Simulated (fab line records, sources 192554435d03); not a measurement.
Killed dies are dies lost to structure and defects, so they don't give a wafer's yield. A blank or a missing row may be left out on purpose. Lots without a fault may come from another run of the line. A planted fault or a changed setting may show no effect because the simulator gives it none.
Chamber matching | flow n5_finfet | N5_GATE_CUT_ETCH_19 on rie_diel-04: 4 sister chambers
The step etches SiNx in CH3F/O2, target depth 53.7 nm, time 76.7 s. 24 wafers are shown with their chamber, then 12 later ones without.

WAFERS WITH THEIR CHAMBER
wafer  | chamber | showerhead_plenum_p_Torr (Torr) | drypump_motor_current_A (A) | throttle_valve_pct (%)
L074.2 | 0       | 2.12                            | 5.4                         | 16.06
L074.3 | 3       | 2.00                            | 6.5                         | 16.29
L074.5 | 2       | 1.99                            | 6.5                         | 16.24
L076.2 | 2       | 1.99                            | 6.5                         | 16.25
L076.4 | 0       | 2.12                            | 5.5                         | 16.07
L076.5 | 2       | 1.99                            | 6.5                         | 16.25
L078.1 | 1       | 2.00                            | 6.2                         | 16.47
L078.3 | 2       | 1.99                            | 6.5                         | 16.24
L078.5 | 0       | 2.12                            | 5.4                         | 16.07
L080.1 | 2       | 1.99                            | 6.5                         | 16.28
L080.3 | 0       | 2.12                            | 5.4                         | 16.07
L080.4 | 1       | 2.00                            | 6.1                         | 16.48
L081.1 | 1       | 2.00                            | 6.2                         | 16.49
L081.2 | 0       | 2.12                            | 5.5                         | 16.10
L081.5 | 0       | 2.12                            | 5.4                         | 16.10
L084.1 | 0       | 2.12                            | 5.4                         | 16.10
L084.3 | 2       | 1.99                            | 6.5                         | 16.28
L084.4 | 3       | 2.00                            | 6.5                         | 16.32
L090.1 | 0       | 2.11                            | 5.4                         | 16.13
L090.2 | 1       | 2.00                            | 6.2                         | 16.50
L090.3 | 3       | 1.99                            | 6.4                         | 16.34
L090.4 | 2       | 1.98                            | 6.5                         | 16.28
L090.5 | 3       | 1.99                            | 6.5                         | 16.34
L090.6 | 0       | 2.11                            | 5.4                         | 16.10

SIGNATURES (means of the wafers above)
reading                  | chamber 0 | chamber 1 | chamber 2 | chamber 3 | scatter within a chamber
showerhead_plenum_p_Torr | 2.1178    | 2.0000    | 1.9886    | 1.9950    | 0.00413
drypump_motor_current_A  | 5.422     | 6.175     | 6.500     | 6.475     | 0.0391
throttle_valve_pct       | 16.0889   | 16.4850   | 16.2600   | 16.3225   | 0.0206
Rule: a wafer's distance from a chamber is the root of the sum, over the readings, of the square of ((its reading less the chamber's mean) divided by the reading's scatter). The wafer belongs to the nearest chamber; if the next one is less than 2 further off, it can't be placed. The scatter: the root of (the sum of the squares of (reading less its chamber's mean) over the shown wafers, divided by (wafers less chambers)).

WAFERS WITHOUT THEIR CHAMBER
wafer  | showerhead_plenum_p_Torr (Torr) | drypump_motor_current_A (A) | throttle_valve_pct (%)
L091.1 | 1.99                            | 6.5                         | 16.33
L091.2 | 1.98                            | 6.5                         | 16.29
L091.4 | 2.00                            | 6.3                         | 16.51
L093.1 | 2.11                            | 5.4                         | 16.13
L093.3 | 2.00                            | 6.2                         | 16.52
L093.6 | 2.11                            | 5.4                         | 16.14
L094.2 | 1.98                            | 6.5                         | 16.30
L094.5 | 1.99                            | 6.5                         | 16.34
L094.6 | 1.98                            | 6.5                         | 16.31
L097.2 | 1.99                            | 6.2                         | 16.52
L097.5 | 1.98                            | 6.5                         | 16.32
L097.6 | 1.99                            | 6.4                         | 16.35

WHICH CHAMBER EACH WENT THROUGH
wafer  | from the rows above     | in truth
L091.1 | 3                       | 3
L091.2 | can't be placed: 2 or 3 | 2
L091.4 | 1                       | 1
L093.1 | 0                       | 0
L093.3 | 1                       | 1
L093.6 | 0                       | 0
L094.2 | can't be placed: 2 or 3 | 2
L094.5 | 3                       | 3
L094.6 | can't be placed: 2 or 3 | 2
L097.2 | 1                       | 1
L097.5 | can't be placed: 2 or 3 | 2
L097.6 | 3                       | 3
Placed correctly: 8 of 12. Can't be placed from these rows: 4 (the true chamber is among the candidates in 4). Placed wrongly: 0.
